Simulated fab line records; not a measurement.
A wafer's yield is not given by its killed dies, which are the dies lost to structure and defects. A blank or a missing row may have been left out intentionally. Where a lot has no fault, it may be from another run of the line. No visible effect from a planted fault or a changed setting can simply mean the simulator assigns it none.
Which tool is to blame? | flow n5Finfet | 12 lots with 35 wafers sampled at 4 steps, on a route of 1938 steps

WHAT THE GAUGES READ, wafer by wafer
N5_BEOL_M9_OVL_MEAS_12. Usual: M9_OVL typically reads 0.4 nm, with standard deviation 0.72.
lot  | measured     | on         | M9_OVL (nm)   | flag
L959 | day 10 04:03 | overlay-02 | -0.3 0.2 0.2  | 
L961 | day 10 08:35 | overlay-02 | 1.6 0.3 1.9   | 
L965 | day 11 05:03 | overlay-02 | 0.5 0.3 0.4   | 
L963 | day 11 06:18 | overlay-01 | 0.4 0.7 0.3   | 
L964 | day 11 07:22 | overlay-02 | -0.4 -0.1 1.3 | 
L966 | day 12 08:16 | overlay-02 | 0.7 0.2 1.9   | 
L962 | day 12 12:23 | overlay-02 | -0.6 0.0 0.6  | 
L967 | day 12 15:14 | overlay-02 | 0.7 0.8       | 
L968 | day 12 20:03 | overlay-01 | 2.0 1.4 1.3   | 
L969 | day 13 10:54 | overlay-02 | 0.5 0.5 0.4   | 
L977 | day 15 18:15 | overlay-02 | 0.8 0.1 -0.5  | 
L978 | day 15 18:33 | overlay-01 | 1.6 0.2 0.3   | 

N5_BEOL_M9_CD_MEAS_18: pitch 140 nm, target cd 70 nm. Usual: 69.3 nm for cdNm, sd 0.8.
lot  | measured     | on       | cdNm (nm)      | flag
L959 | day 10 04:49 | cdSem-03 | 68.4 69.3 70.1 | 
L961 | day 10 09:06 | cdSem-01 | 68.4 69.2 69.6 | 
L965 | day 11 05:38 | cdSem-01 | 69.2 68.8 68.9 | 
L963 | day 11 06:49 | cdSem-03 | 69.9 68.4 69.7 | 
L964 | day 11 07:52 | cdSem-03 | 68.4 68.2 69.5 | 
L966 | day 12 08:48 | cdSem-03 | 68.3 69.2 69.2 | 
L962 | day 12 12:53 | cdSem-01 | 69.4 70.9 69.3 | 
L967 | day 12 16:12 | cdSem-03 | 69.7 69.0      | 
L968 | day 12 20:34 | cdSem-03 | 68.9 68.7 70.5 | 
L969 | day 13 11:37 | cdSem-01 | 68.8 70.3 70.0 | 
L977 | day 15 18:46 | cdSem-03 | 69.9 70.0 68.8 | 
L978 | day 15 19:04 | cdSem-03 | 69.4 68.9 69.4 | 

N5_BEOL_M9_CD_MEAS_28 targets a cd of 70 nm. Usual: 69.93 nm for cdNm, sd 0.25.
lot  | measured     | on       | cdNm (nm)         | flag
L959 | day 10 07:20 | cdSem-03 | 69.36 69.84 69.60 | 
L961 | day 10 13:28 | cdSem-02 | 69.94 69.66 70.20 | 
L965 | day 11 09:11 | cdSem-01 | 69.80 70.40 70.28 | 
L963 | day 11 09:02 | cdSem-01 | 69.77 69.91 69.95 | 
L964 | day 11 09:14 | cdSem-03 | 69.95 69.85 70.31 | 
L966 | day 12 09:07 | cdSem-03 | 69.73 69.81 69.95 | 
L962 | day 12 13:40 | cdSem-03 | 69.72 69.94 69.59 | 
L967 | day 12 17:47 | cdSem-03 | 69.87 70.05       | 
L968 | day 12 21:32 | cdSem-01 | 70.07 69.91 69.87 | 
L969 | day 13 12:34 | cdSem-03 | 69.94 69.79 70.13 | 
L977 | day 15 19:11 | cdSem-02 | 69.80 69.74 69.85 | 
L978 | day 15 19:22 | cdSem-03 | 70.18 70.05 69.70 | 

WHICH TOOL RAN EACH LOT (tool, then ch and the chambers of the sampled wafers, then the start)
lot  | N5_BEOL_M9_ETCH_61
L959 | rieDiel-01 ch 0,1,2, day 10 04:16
L961 | rieDiel-03 ch 0,3, day 10 08:40
L965 | rieDiel-01 ch 1,2, day 11 05:09
L963 | rieDiel-03 ch 1,2, day 11 06:24
L964 | rieDiel-02 ch 0,2,3, day 11 07:27
L966 | rieDiel-01 ch 2,3, day 12 08:22
L962 | rieDiel-03 ch 0,1,2, day 12 12:29
L967 | rieDiel-01 ch 0,1, day 12 15:42
L968 | rieDiel-02 ch 0,1,2, day 12 20:08
L969 | rieDiel-02 ch 0,3, day 13 11:08
L977 | rieDiel-03 ch 0,1,2, day 15 18:20
L978 | rieDiel-03 ch 1,2, day 15 18:38
- N5_BEOL_M9_ETCH_61: etches SiARC in CF4, target depth 39 nm, time 65 s.

AS READ BY THE TOOLS THEMSELVES (means over the sampled wafers that have a number; for cases with no such wafer, the mark the record gives instead)
N5_BEOL_M9_ETCH_61. Usual: drypumpMotorCurrentA 6.0 A, standard deviation 0.43; etchRfOnTimeS 65.5 s, standard deviation 2.5; oesProductAu 0.68 a.u., standard deviation 0.078; rfVppV 184.0 V, standard deviation 1.1; showerheadPlenumPTorr 2.13 Torr, standard deviation 0.064; throttleValvePct 15.59 %, standard deviation 0.22.
lot  | tool       | drypumpMotorCurrentA (A) | etchRfOnTimeS (s) | oesProductAu (a.u.) | rfVppV (V) | showerheadPlenumPTorr (Torr) | throttleValvePct (%) | flag
L959 | rieDiel-01 | 6.1                      | 64.6              | 0.72                | 184.2      | 2.17                         | 15.60                | 
L961 | rieDiel-03 | 5.7                      | 65.6              | 0.64                | 184.8      | 2.16                         | 15.61                | 
L965 | rieDiel-01 | 6.1                      | 65.1              | 0.71                | 184.0      | 2.14                         | 15.71                | 
L963 | rieDiel-03 | 6.3                      | 64.9              | 0.66                | 183.9      | 2.10                         | 15.56                | 
L964 | rieDiel-02 | 6.1                      | 64.4              | 0.73                | 184.2      | 2.17                         | 15.47                | 
L966 | rieDiel-01 | 6.0                      | 66.2              | 0.60                | 185.4      | 2.18                         | 15.83                | 
L962 | rieDiel-03 | 5.9                      | 65.7              | 0.67                | 185.1      | 2.11                         | 15.54                | 
L967 | rieDiel-01 | 6.1                      | 66.2              | 0.74                | 184.8      | 2.14                         | 15.53                | 
L968 | rieDiel-02 | 6.0                      | 63.1              | 0.72                | 184.5      | 2.17                         | 15.68                | 
L969 | rieDiel-02 | 6.4                      | 65.9              | 0.67                | 184.1      | 2.13                         | 15.40                | 
L977 | rieDiel-03 | 5.9                      | 81.0              | 0.64                | 182.8      | 2.10                         | 15.44                | OFF
L978 | rieDiel-03 | 6.1                      | 80.8              | 0.66                | 183.7      | 2.08                         | 15.36                | OFF

THE ANSWER, worked out from the rows above alone
Rule: take the mean of a lot's wafers that have a number; if it is more than 3 standard deviations from the usual mean, the lot is off. Also off: a lot with no number at a reading for which 4 or more lots have one. The other lots that the step has rows for count as sound. After the gauges, taken in route order, come the tools' own readings; for these a lot's mean is taken, as printed above. The first step at which some lot is off is used, and at that step the reading that is off furthest; a lot without a number counts as furthest.
Off, at N5_BEOL_M9_ETCH_61 on etchRfOnTimeS: L977, L978.
A tool fits if, at that step or a process step before it, it ran every lot that is off, and no sound lot after the first of them. One fits: rieDiel-03 at N5_BEOL_M9_ETCH_61. A fault onset in the window from L962 (day 12 12:29, its last sound lot) to L977 (day 15 18:20, its first lot off) fits.
On the lots that are off, the tool's own readings at N5_BEOL_M9_ETCH_61 differ by more than 5 times the standard deviation of the sound lots' means, which bears it out; etchRfOnTimeS reads 80.9 s there versus 65.2 s on the sound lots.

WHAT THE SIMULATOR HAD PUT IN
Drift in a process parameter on rieDiel-03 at N5_BEOL_M9_ETCH_61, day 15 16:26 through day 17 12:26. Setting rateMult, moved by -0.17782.
Shown lots that were struck: L977, L978. The same result came from the rule above.
